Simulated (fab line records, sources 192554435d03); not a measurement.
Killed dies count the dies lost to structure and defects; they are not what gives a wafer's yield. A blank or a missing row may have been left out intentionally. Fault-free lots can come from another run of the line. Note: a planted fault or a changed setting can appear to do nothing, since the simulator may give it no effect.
The tool behind it: which one? + flow n5-finfet + 10 lots, 30 wafers sampled, at 4 steps of a route of 1938

## WHAT THE GAUGES READ, wafer by wafer
N5_BEOL_M8_THK_MEAS_53: measures by xrf. Usual: M8_THK typically reads 81.1 nm, with standard deviation 2.7.
| lot  | measured     | on            | M8_THK (nm)    | flag |
|------|--------------|---------------|----------------|------|
| L481 | day 10 05:50 | film-metro-02 | 83.9 85.4 83.1 |      |
| L484 | day 10 17:47 | film-metro-02 | 79.7 84.7 83.1 |      |
| L491 | day 12 10:58 | film-metro-01 | 80.3 80.1 82.8 |      |
| L490 | day 12 11:47 | film-metro-02 | 76.8 83.5 75.6 |      |
| L492 | day 13 09:18 | film-metro-01 | 74.0 74.6 78.8 |      |
| L498 | day 13 21:44 | film-metro-02 | 82.4 82.9 78.6 |      |
| L499 | day 14 16:21 | film-metro-02 | 83.3 78.3 81.9 |      |
| L502 | day 15 10:27 | film-metro-01 | 77.6 79.2 77.9 |      |
| L504 | day 16 06:17 | film-metro-02 | 79.8 77.0 82.0 |      |
| L503 | day 16 09:43 | film-metro-02 | 80.2 79.8 76.3 |      |

## WHICH TOOL RAN EACH LOT (tool, then ch and the chambers of the sampled wafers, then the start)
| lot  | N5_BEOL_M8_DESCUM_33               | N5_BEOL_M8_ETCH_72                 | N5_BEOL_M8_ALD_77                   |
|------|------------------------------------|------------------------------------|-------------------------------------|
| L481 | rie-diel-03 ch 2,3, day 10 01:19   | rie-diel-03 ch 2,3, day 10 01:20   | ald-metal-02 ch 0,2, day 10 02:27   |
| L484 | rie-diel-05 ch 1,3, day 10 13:29   | rie-diel-05 ch 1,3, day 10 13:32   | ald-metal-03 ch 0,1,3, day 10 14:41 |
| L491 | rie-diel-03 ch 1,2,3, day 12 07:51 | rie-diel-03 ch 1,2,3, day 12 07:53 | ald-metal-02 ch 0,2,3, day 12 09:19 |
| L490 | rie-diel-01 ch 1,2, day 12 08:08   | rie-diel-01 ch 1,2, day 12 08:10   | ald-metal-02 ch 0,3, day 12 10:02   |
| L492 | rie-diel-01 ch 0,1, day 13 06:23   | rie-diel-01 ch 0,1, day 13 06:25   | ald-metal-01 ch 0,1, day 13 07:55   |
| L498 | rie-diel-01 ch 0,1,2, day 13 19:07 | rie-diel-01 ch 0,1,2, day 13 19:10 | ald-metal-03 ch 1,2,3, day 13 20:13 |
| L499 | rie-diel-01 ch 2,3, day 14 13:08   | rie-diel-01 ch 2,3, day 14 13:10   | ald-metal-03 ch 1,2,3, day 14 14:18 |
| L502 | rie-diel-03 ch 0,2, day 15 06:17   | rie-diel-03 ch 0,2, day 15 06:19   | ald-metal-02 ch 0,1, day 15 08:07   |
| L504 | rie-diel-03 ch 1,2, day 16 02:19   | rie-diel-03 ch 1,2, day 16 02:22   | ald-metal-02 ch 1,2, day 16 04:54   |
| L503 | rie-diel-03 ch 0,1,2, day 16 05:43 | rie-diel-03 ch 0,1,2, day 16 05:45 | ald-metal-02 ch 0,1,3, day 16 07:59 |
- N5_BEOL_M8_DESCUM_33: chemistry O2, time 7 s.
- N5_BEOL_M8_ETCH_72: etches underlayer in N2/H2, target depth 6.5 nm, time 5.2 s.
- N5_BEOL_M8_ALD_77: deposits TaN, target thk 2 nm, pulse time 2 s, purge time 3 s.

## AS READ BY THE TOOLS THEMSELVES (means over the sampled wafers that have a number; for cases with no such wafer, the mark the record gives instead)
N5_BEOL_M8_DESCUM_33. Usual: drypump-motor-current-A 5.69 A, standard deviation 0.28; oes-product-au 0.79 a.u., standard deviation 0.086; rf-vpp-V 243.1 V, standard deviation 1.4; showerhead-plenum-p-Torr 2.09 Torr, standard deviation 0.079; throttle-valve-pct 20.49 %, standard deviation 0.18.
| lot  | tool        | drypump-motor-current-A (A) | oes-product-au (a.u.) | rf-vpp-V (V) | showerhead-plenum-p-Torr (Torr) | throttle-valve-pct (%) | flag |
|------|-------------|-----------------------------|-----------------------|--------------|---------------------------------|------------------------|------|
| L481 | rie-diel-03 | 5.68                        | 0.77                  | 241.6        | 2.04                            | 20.37                  |      |
| L484 | rie-diel-05 | 5.45                        | 0.89                  | 243.2        | 2.07                            | 20.45                  |      |
| L491 | rie-diel-03 | 5.55                        | 0.73                  | 242.7        | 2.02                            | 20.47                  |      |
| L490 | rie-diel-01 | 6.03                        | 0.80                  | 244.0        | 2.18                            | 20.43                  |      |
| L492 | rie-diel-01 | 6.03                        | 0.75                  | 244.1        | 2.16                            | 20.49                  |      |
| L498 | rie-diel-01 | 6.09                        | 0.78                  | 243.2        | 2.12                            | 20.44                  |      |
| L499 | rie-diel-01 | 5.82                        | 0.88                  | 244.0        | 2.14                            | 20.30                  |      |
| L502 | rie-diel-03 | 5.64                        | 0.68                  | 243.0        | 2.03                            | 20.62                  |      |
| L504 | rie-diel-03 | 5.48                        | 0.84                  | 244.2        | 2.13                            | 20.47                  |      |
| L503 | rie-diel-03 | 5.54                        | 0.87                  | 243.7        | 2.11                            | 20.49                  |      |

N5_BEOL_M8_ETCH_72. Usual: drypump-motor-current-A 5.70 A, standard deviation 0.29; etch-rf-on-time-s 5.03 s, standard deviation 0.17; oes-product-au 0.68 a.u., standard deviation 0.076; rf-vpp-V 523.8 V, standard deviation 2.9; showerhead-plenum-p-Torr 2.53 Torr, standard deviation 0.086; throttle-valve-pct 17.93 %, standard deviation 0.24.
| lot  | tool        | drypump-motor-current-A (A) | etch-rf-on-time-s (s) | oes-product-au (a.u.) | rf-vpp-V (V) | showerhead-plenum-p-Torr (Torr) | throttle-valve-pct (%) | flag |
|------|-------------|-----------------------------|-----------------------|-----------------------|--------------|---------------------------------|------------------------|------|
| L481 | rie-diel-03 | 5.69                        | 5.02                  | 0.67                  | 521.9        | 2.48                            | 17.87                  |      |
| L484 | rie-diel-05 | 5.47                        | 5.02                  | 0.76                  | 524.1        | 2.51                            | 17.81                  |      |
| L491 | rie-diel-03 | 5.58                        | 4.93                  | 0.64                  | 522.0        | 2.45                            | 17.89                  |      |
| L490 | rie-diel-01 | 6.02                        | 5.25                  | 0.68                  | 526.4        | 2.62                            | 17.72                  |      |
| L492 | rie-diel-01 | 6.02                        | 5.27                  | 0.64                  | 526.9        | 2.60                            | 17.77                  |      |
| L498 | rie-diel-01 | 6.11                        | 5.09                  | 0.68                  | 524.5        | 2.57                            | 17.81                  |      |
| L499 | rie-diel-01 | 5.82                        | 4.97                  | 0.75                  | 524.0        | 2.60                            | 17.75                  |      |
| L502 | rie-diel-03 | 5.66                        | 5.11                  | 0.59                  | 521.1        | 2.47                            | 18.13                  |      |
| L504 | rie-diel-03 | 5.48                        | 5.09                  | 0.72                  | 523.5        | 2.58                            | 17.81                  |      |
| L503 | rie-diel-03 | 5.54                        | 5.12                  | 0.74                  | 524.4        | 2.56                            | 17.87                  |      |

N5_BEOL_M8_ALD_77. Usual: heater-power-w 413 W, standard deviation 31; precursor-vessel-pressure-torr 26.25 Torr, standard deviation 0.051.
| lot  | tool         | heater-power-w (W) | precursor-vessel-pressure-torr (Torr) | flag |
|------|--------------|--------------------|---------------------------------------|------|
| L481 | ald-metal-02 | 401                | 26.29                                 |      |
| L484 | ald-metal-03 | 426                | 26.26                                 |      |
| L491 | ald-metal-02 | 405                | 26.24                                 |      |
| L490 | ald-metal-02 | 413                | 26.18                                 |      |
| L492 | ald-metal-01 | 403                | 26.28                                 |      |
| L498 | ald-metal-03 | 456                | 26.22                                 |      |
| L499 | ald-metal-03 | 455                | 26.31                                 |      |
| L502 | ald-metal-02 | 408                | 26.22                                 |      |
| L504 | ald-metal-02 | 400                | 26.24                                 |      |
| L503 | ald-metal-02 | 411                | 26.21                                 |      |

## THE ANSWER, worked out from the rows above alone
Rule: take the mean of a lot's wafers that have a number; if it is more than 3 standard deviations from the usual mean, the lot is off. Also off: a lot with no number at a reading for which 4 or more lots have one. All remaining lots with rows at the step are treated as sound. After the gauges, taken in route order, come the tools' own readings; for these a lot's mean is taken, as printed above. The first step at which some lot is off is used, and at that step the reading that is off furthest; a lot without a number counts as furthest.
No lot is off at any reading shown: from this, nothing can be told.

## WHAT THE SIMULATOR PUT IN
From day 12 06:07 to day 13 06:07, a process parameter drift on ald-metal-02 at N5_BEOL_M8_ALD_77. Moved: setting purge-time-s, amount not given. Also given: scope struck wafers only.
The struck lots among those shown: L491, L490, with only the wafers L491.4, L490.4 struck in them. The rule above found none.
